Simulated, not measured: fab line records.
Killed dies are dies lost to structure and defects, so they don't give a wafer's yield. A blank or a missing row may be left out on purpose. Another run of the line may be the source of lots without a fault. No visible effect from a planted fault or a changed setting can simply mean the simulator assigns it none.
fab line records	flow n5-finfet	part 2 of 2: steps 4 to 6 of 6
[record] lots = 19	wafers = 57	last-day = 18
route steps=1938 shown MOL_CONTACT_COAG@616 BEOL_M0_SAQP@652
lots that met no fault: taken from a fault-free run of the same line
start-h: hours from the record's first day to the start of the lot's first wafer shown	wait-h: hours elapsed since this lot's preceding step	" identical to the entry in the row above	L1.1+2: a row that stands for several wafers	- no value, or no start given	* or withheld: withheld	< > ~ a bound
route shown NAME@n: a module of which the file shows steps, and the number in the route of the first	usual: mean and standard deviation over wafers with no fault	same: alike in all rows	chamber/n: place in a boat	sites: readings site by site	_std_site: standard deviation of those values	_edge_site: the outer-site mean with the inner-site mean subtracted	radius-mm: for every site, how far away it sits from the centre of the wafer	mask NAME#n: copy n	behind: the most recent tool/chamber to have shaped the wafer	hold: the reason the lot was held/the length of the hold in hours/how it ended	device: the transistor (n, p or np) that didn't switch	end of line: the route-end tests of the same wafers	a step without rows: its recipe alone	killed: at the first sort, the dies lost to defects and structure; wafer yield is something else	map: shows each die of a wafer: x if killed, . if not, _ if none is there
set.NAME: the run value of the setting; set.NAME@STEP: its run value at that earlier step	model.NAME: the simulator's own value behind a step, which no gauge read
route steps across a sampled set of lots; one table per step, one row per wafer
services: the hour from which a tool's chamber was out of use, counted from the record's first day as start-h (under 0 if before that day), plus the number of hours and why
[[steps]]
[step N5_BEOL_M0_SAQP_STRIP_108]
[recipe] chemistry = N2/H2	power-w = 500	temp-c = 40	pressure-mtorr = 50	rf-frequency-hz = 6e+07	overash-fraction = 0.3	bias-power-w = 28	h2-frac = 0.5	n2-flow-sccm = 300	h2-flow-sccm = 300
[usual] drypump-motor-current-A = 5.7/0.33	n2-flow-sccm = 299.9/0.87	oes-product-au = 0.78/0.093	rf-vpp-V = 122.0/0.85	showerhead-plenum-p-Torr = 3.37/0.085	throttle-valve-pct = 18.80/0.23
lot.wafer	tool	chamber	start-h	wait-h	drypump-motor-current-A	n2-flow-sccm	oes-product-au	rf-hours-counter-h	rf-vpp-V	showerhead-plenum-p-Torr	throttle-valve-pct
L075.2	rie-diel-05	2	120.71	0.0	5.9	300.1	0.73	197	122.9	3.34	18.86
L075.4	"	0	"	"	5.4	298.7	0.97	5	123.6	3.58	18.50
L075.6	"	2	"	"	5.9	300.9	0.73	-	122.2	3.33	18.87
L076.2	rie-diel-01	3	123.48	0.0	5.7	301.3	0.75	126	122.5	3.24	18.74
L076.3	"	0	"	"	5.3	299.0	0.85	48	121.6	3.39	18.60
L076.5	"	3	"	"	5.7	300.1	0.75	-	121.2	3.24	18.73
L077.1	rie-diel-01	3	130.08	0.0	5.7	301.3	0.74	128	121.6	3.24	18.77
L077.2	"	0	"	"	5.3	299.5	0.84	50	121.5	3.39	18.61
L077.5	"	2	"	"	5.4	299.8	0.70	-	121.8	3.32	19.34
L079.3	rie-diel-05	3	149.20	0.0	5.6	299.3	0.69	206	121.6	3.33	18.65
L079.4	"	3	"	"	5.6	299.5	0.69	-	121.3	3.33	18.64
L079.5	"	0	"	"	5.4	300.6	0.94	-	121.8	3.57	18.50
L080.2	rie-diel-05	3	153.53	0.0	5.6	299.3	0.68	209	121.9	3.33	18.66
L080.5	"	0	"	"	5.4	298.6	0.93	-	122.6	3.57	18.54
L080.6	"	3	"	"	5.6	300.5	0.68	-	121.8	3.33	18.66
L081.2	rie-diel-01	3	156.34	0.0	5.7	300.4	0.73	136	120.8	3.23	18.77
L081.4	"	2	"	"	5.4	300.0	0.70	236	119.6	3.32	19.34
L081.5	"	2	"	"	5.4	300.0	0.70	-	122.6	3.32	19.34
L082.1	rie-diel-01	2	159.50	0.0	5.4	299.8	0.69	236	120.6	3.32	19.34
L082.3	"	3	"	"	5.7	300.1	0.74	136	120.7	3.23	18.76
L082.5	"	0	"	"	5.3	300.7	0.83	-	122.3	3.39	18.64
L083.1	rie-diel-04	3	164.31	0.0	6.0	298.3	0.69	244	123.0	3.45	19.30
L083.3	"	1	"	"	6.3	299.5	0.69	220	121.4	3.44	18.95
L083.4	"	0	"	"	5.7	299.8	0.71	240	121.9	3.47	19.06
L085.1	rie-diel-04	3	176.41	0.0	5.9	298.1	0.68	247	122.6	3.45	19.31
L085.2	"	1	"	"	6.2	299.4	0.69	222	123.5	3.44	18.96
L085.6	"	3	"	"	5.9	298.6	0.68	-	122.0	3.45	19.29
L084.2	rie-diel-05	0	177.02	0.0	5.4	302.1	0.91	21	121.8	3.57	18.51
L084.4	"	2	"	"	5.9	299.6	0.71	211	120.5	3.33	18.90
L084.6	"	3	"	"	5.6	300.3	0.68	-	121.2	3.33	18.67
L087.3	rie-diel-01	1	185.00	0.0	5.5	298.7	0.73	175	122.9	3.35	18.72
L087.4	"	0	"	"	5.3	299.4	0.83	63	122.6	3.38	18.63
L087.5	"	0	"	"	5.3	298.8	0.83	-	121.4	3.38	18.65
L088.2	rie-diel-04	2	196.17	0.0	6.2	298.5	0.89	30	121.5	3.29	18.55
L088.4	"	1	"	"	6.3	301.6	0.69	-	122.7	3.44	18.97
L088.5	"	0	"	"	5.7	300.0	0.70	-	122.1	3.46	19.05
L090.3	rie-diel-01	0	216.35	0.0	5.3	300.6	0.82	70	123.1	3.38	18.66
L090.4	"	3	"	"	5.7	299.3	0.73	152	120.6	3.22	18.80
L090.5	"	3	"	"	5.6	300.1	0.73	-	120.6	3.22	18.79
L092.1	rie-diel-04	2	220.08	0.0	6.2	301.6	0.87	39	122.5	3.29	18.55
L092.2	"	1	"	"	6.3	300.9	0.68	238	122.8	3.43	19.01
L092.3	"	3	"	"	5.9	300.3	0.94	5	124.5	3.44	18.92
L091.1	rie-diel-04	3	220.40	0.0	5.9	298.5	0.96	6	122.1	3.44	18.90
L091.2	"	2	"	"	6.2	300.2	0.87	39	122.4	3.29	18.55
L091.3	"	1	"	"	6.3	301.0	0.68	238	122.8	3.43	18.98
L093.2	rie-diel-04	3	224.00	0.0	5.9	300.9	0.93	7	122.3	3.44	18.93
L093.3	"	1	"	"	6.3	300.9	0.68	240	122.2	3.43	19.00
L093.4	"	1	"	"	6.2	300.8	0.68	-	123.3	3.43	18.98
L094.1	rie-diel-05	2	236.94	0.0	5.9	300.0	0.70	229	123.1	3.32	18.91
L094.5	"	1	"	"	5.2	299.8	0.73	-	121.1	3.36	18.68
L094.6	"	2	"	"	5.9	300.2	0.70	-	122.0	3.32	18.91
L095.2	rie-diel-04	0	249.11	0.0	5.7	300.1	0.96	5	123.2	3.46	18.67
L095.3	"	2	"	"	6.2	299.3	0.86	48	122.2	3.29	18.56
L095.4	"	3	"	"	5.9	299.7	0.92	14	121.7	3.44	18.94
L096.1	rie-diel-01	1	261.95	0.0	5.6	299.6	0.71	198	121.1	3.33	18.76
L096.2	"	0	"	"	5.3	300.7	0.79	87	122.6	3.37	18.68
L096.4	"	3	"	"	5.7	300.2	0.71	-	120.8	3.22	18.81
[step N5_BEOL_M0_SAQP_SPACER2_ALD_26]
[recipe] material = SiO2	target-thk-a = 150	temp-c = 300	ald-precursor-family = BDEAS	ald-co-reactant = O2-plasma	pulse-time-s = 1	purge-time-s = 2	co-reactant-purge-time-s = 2	pressure-torr = 2
[usual] heater-power-w = 484/59	precursor-pulse-height-rel = 0.999/0.02
[same] co-reactant-purge-time-s = 2
lot.wafer	tool	chamber	start-h	wait-h	heater-power-w	precursor-pulse-height-rel	since-wet-clean-h
L075.2	ald-sin-02	1	120.96	0.1	480	1.016	113
L075.4	"	3	"	"	515	1.004	113
L075.6	"	0	"	"	567	1.009	-
L076.2	ald-sin-02	0	123.92	0.3	560	0.991	116
L076.3	"	1	"	"	482	0.987	116
L076.5	"	0	"	"	578	0.991	-
L077.1	ald-sin-01	0	130.28	0.1	541	0.983	228
L077.2	"	1	"	"	468	0.980	228
L077.5	"	1	"	"	466	0.984	-
L079.3	ald-sin-04	2	149.40	0.1	419	1.020	50
L079.4	"	0	"	"	480	0.971	50
L079.5	"	2	"	"	411	0.998	-
L080.2	ald-sin-02	1	153.74	0.1	502	0.966	146
L080.5	"	3	"	"	520	1.018	-
L080.6	"	0	"	"	574	1.049	-
L081.2	ald-sin-02	0	156.68	0.2	567	1.010	149
L081.4	"	3	"	"	521	1.032	149
L081.5	"	1	"	"	489	0.978	-
L082.1	ald-sin-04	0	159.70	0.1	502	1.014	61
L082.3	"	1	"	"	547	1.011	61
L082.5	"	0	"	"	499	1.030	-
L083.1	ald-sin-01	2	164.55	0.1	464	1.048	262
L083.3	"	1	"	"	460	0.957	262
L083.4	"	3	"	"	373	0.982	262
L085.1	ald-sin-04	3	176.61	0.1	482	0.992	77
L085.2	"	2	"	"	405	1.012	77
L085.6	"	3	"	"	497	1.002	-
L084.2	ald-sin-04	0	177.23	0.1	489	0.983	78
L084.4	"	3	"	"	513	1.037	78
L084.6	"	3	"	"	500	0.975	-
L087.3	ald-sin-04	3	185.21	0.1	500	0.991	86
L087.4	"	0	"	"	483	0.975	86
L087.5	"	0	"	"	490	0.979	-
L088.2	ald-sin-02	0	196.37	0.1	576	1.027	188
L088.4	"	1	"	"	476	1.005	188
L088.5	"	0	"	"	562	0.989	-
L090.3	ald-sin-01	3	216.86	0.4	363	0.998	315
L090.4	"	1	"	"	466	0.998	315
L090.5	"	0	"	"	550	0.991	-
L092.1	ald-sin-01	0	220.36	0.1	556	1.006	318
L092.2	"	3	"	"	375	1.031	318
L092.3	"	1	"	"	457	1.019	318
L091.1	ald-sin-01	3	221.20	0.7	364	1.032	319
L091.2	"	1	"	"	458	0.991	319
L091.3	"	0	"	"	540	0.995	319
L093.2	ald-sin-01	0	224.22	0.1	551	1.012	322
L093.3	"	3	"	"	361	0.963	322
L093.4	"	2	"	"	461	1.010	322
L094.1	ald-sin-01	0	237.19	0.2	533	0.990	335
L094.5	"	1	"	"	474	0.990	-
L094.6	"	2	"	"	464	0.970	-
L095.2	ald-sin-01	3	249.32	0.1	361	0.975	347
L095.3	"	1	"	"	471	0.999	347
L095.4	"	0	"	"	538	1.022	347
L096.1	ald-sin-01	2	262.20	0.1	474	0.954	360
L096.2	"	1	"	"	457	1.029	360
L096.4	"	0	"	"	541	1.012	360
[step N5_BEOL_M0_SAQP_STRIP_75]
[recipe] chemistry = CF4	resist = SiARC	power-w = 300	bias-power-w = 75	pressure-mtorr = 50	cf4-flow-sccm = 150	rf-frequency-hz = 6e+07
[usual] drypump-motor-current-A = 5.7/0.34	oes-product-au = 0.177/0.019	rf-vpp-V = 271.4/1.2	showerhead-plenum-p-Torr = 1.80/0.05	throttle-valve-pct = 13.56/0.27
lot.wafer	tool	chamber	start-h	wait-h	drypump-motor-current-A	oes-product-au	rf-hours-counter-h	rf-vpp-V	showerhead-plenum-p-Torr	throttle-valve-pct
L075.2	rie-diel-04	3	123.11	0.1	5.9	0.166	233	273.4	1.85	13.89
L075.4	"	1	"	"	6.3	0.163	208	271.4	1.85	13.84
L075.6	"	3	"	"	5.9	0.161	-	273.5	1.85	13.88
L076.2	rie-diel-04	2	126.25	0.1	6.2	0.204	10	270.3	1.75	12.92
L076.3	"	1	"	"	6.2	0.164	208	271.2	1.85	13.85
L076.5	"	3	"	"	5.9	0.165	-	272.6	1.85	13.88
L077.1	rie-diel-05	2	132.64	0.1	5.9	0.169	201	271.0	1.78	13.64
L077.2	"	3	"	"	5.6	0.158	202	272.5	1.78	13.70
L077.5	"	2	"	"	5.8	0.172	-	270.4	1.78	13.65
L079.3	rie-diel-01	3	151.92	0.1	5.7	0.168	134	269.9	1.73	13.44
L079.4	"	0	"	"	5.3	0.191	55	270.1	1.82	13.43
L079.5	"	3	"	"	5.7	0.172	-	270.4	1.73	13.46
L080.2	rie-diel-05	3	156.54	0.1	5.6	0.158	210	270.6	1.77	13.72
L080.5	"	3	"	"	5.6	0.168	-	271.3	1.77	13.71
L080.6	"	2	"	"	5.9	0.169	-	271.6	1.77	13.65
L081.2	rie-diel-05	2	159.09	0.1	5.8	0.165	209	270.2	1.77	13.66
L081.4	"	0	"	"	5.4	0.217	18	274.4	1.91	13.41
L081.5	"	3	"	"	5.6	0.157	-	270.8	1.77	13.70
L082.1	rie-diel-04	1	161.92	0.1	6.2	0.158	219	273.1	1.85	13.86
L082.3	"	2	"	"	6.2	0.208	20	272.1	1.75	12.97
L082.5	"	0	"	"	5.6	0.159	-	270.8	1.84	13.77
L083.1	rie-diel-04	1	167.62	0.1	6.2	0.158	220	273.6	1.85	13.89
L083.3	"	0	"	"	5.6	0.161	241	271.3	1.84	13.78
L083.4	"	3	"	"	5.9	0.160	245	273.7	1.85	13.92
L085.1	rie-diel-05	3	179.58	0.1	5.6	0.165	213	270.5	1.77	13.72
L085.2	"	1	"	"	5.2	0.177	142	271.2	1.79	13.36
L085.6	"	3	"	"	5.6	0.164	-	270.7	1.77	13.71
L084.2	rie-diel-01	2	179.88	0.1	5.4	0.165	240	270.5	1.76	14.04
L084.4	"	1	"	"	5.5	0.170	173	271.3	1.80	13.64
L084.6	"	3	"	"	5.7	0.170	-	270.2	1.73	13.46
L087.3	rie-diel-04	2	187.43	0.1	6.2	0.205	27	270.9	1.75	12.99
L087.4	"	2	"	"	6.2	0.196	-	270.1	1.75	12.97
L087.5	"	1	"	"	6.3	0.163	-	272.8	1.85	13.88
L088.2	rie-diel-04	0	198.84	0.1	5.7	0.161	251	271.2	1.84	13.82
L088.4	"	0	"	"	5.7	0.165	-	271.8	1.84	13.82
L088.5	"	2	"	"	6.2	0.199	-	271.0	1.75	13.01
L090.3	rie-diel-01	3	218.97	0.1	5.7	0.170	153	270.7	1.73	13.50
L090.4	"	0	"	"	5.3	0.193	71	271.8	1.81	13.49
L090.5	"	0	"	"	5.3	0.182	-	272.7	1.81	13.49
L092.1	rie-diel-04	2	222.68	0.1	6.2	0.198	41	269.7	1.75	13.02
L092.2	"	3	"	"	5.9	0.211	7	273.0	1.85	13.36
L092.3	"	1	"	"	6.3	0.162	240	272.6	1.84	13.92
L091.1	rie-diel-05	3	223.85	0.3	5.6	0.160	224	270.7	1.77	13.73
L091.2	"	1	"	"	5.2	0.174	157	270.7	1.79	13.38
L091.3	"	2	"	"	5.9	0.160	226	271.7	1.77	13.69
L093.2	rie-diel-04	2	226.63	0.1	6.2	0.197	42	270.6	1.75	13.03
L093.3	"	0	"	"	5.6	0.239	0	271.1	1.84	13.24
L093.4	"	1	"	"	6.3	0.157	241	273.6	1.84	13.92
L094.1	rie-diel-01	1	239.28	0.1	5.5	0.172	189	270.6	1.79	13.68
L094.5	"	1	"	"	5.5	0.169	-	270.2	1.79	13.66
L094.6	"	0	"	"	5.3	0.188	-	271.3	1.81	13.49
L095.2	rie-diel-01	1	251.54	0.1	5.4	0.167	194	270.2	1.79	13.70
L095.3	"	0	"	"	5.3	0.187	83	272.0	1.81	13.50
L095.4	"	3	"	"	5.6	0.169	-	270.4	1.72	13.50
L096.1	rie-diel-01	1	264.45	0.1	5.5	0.163	199	270.2	1.79	13.70
L096.2	"	3	"	"	5.6	0.166	167	268.6	1.72	13.51
L096.4	"	0	"	"	5.3	0.185	-	272.5	1.81	13.50
[[services]]
tool	chamber	start-h	hours	kind
rie-diel-01	0	97.10	6.9	repair
rie-diel-06	-	100.57	14.6	pm
ald-sin-02	3	121.55	17.2	repair
ald-sin-02	-	130.27	0.4	repair
rie-diel-06	0	131.05	5.5	repair
rie-diel-05	1	141.67	9.0	repair
ald-sin-04	2	153.87	21.7	repair
rie-diel-06	0	162.38	3.7	repair
rie-diel-02	1	162.82	3.1	repair
rie-diel-04	3	184.80	-	clean
rie-diel-04	3	184.80	-	consumable-replace:focus-ring
rie-diel-04	3	184.80	21.8	scheduled-down
rie-diel-04	3	184.80	21.8	vent-cycle
rie-diel-05	3	190.29	7.9	repair
rie-diel-01	1	194.00	11.3	repair
rie-diel-01	0	197.51	3.7	repair
rie-diel-04	0	206.61	-	clean
rie-diel-04	0	206.61	-	consumable-replace:focus-ring
rie-diel-04	0	206.61	19.9	scheduled-down
rie-diel-01	3	226.04	5.8	repair
rie-diel-01	2	236.17	32.3	repair
rie-diel-01	-	236.82	0.8	repair
rie-diel-06	3	237.05	5.0	repair
rie-diel-04	1	253.83	13.9	repair
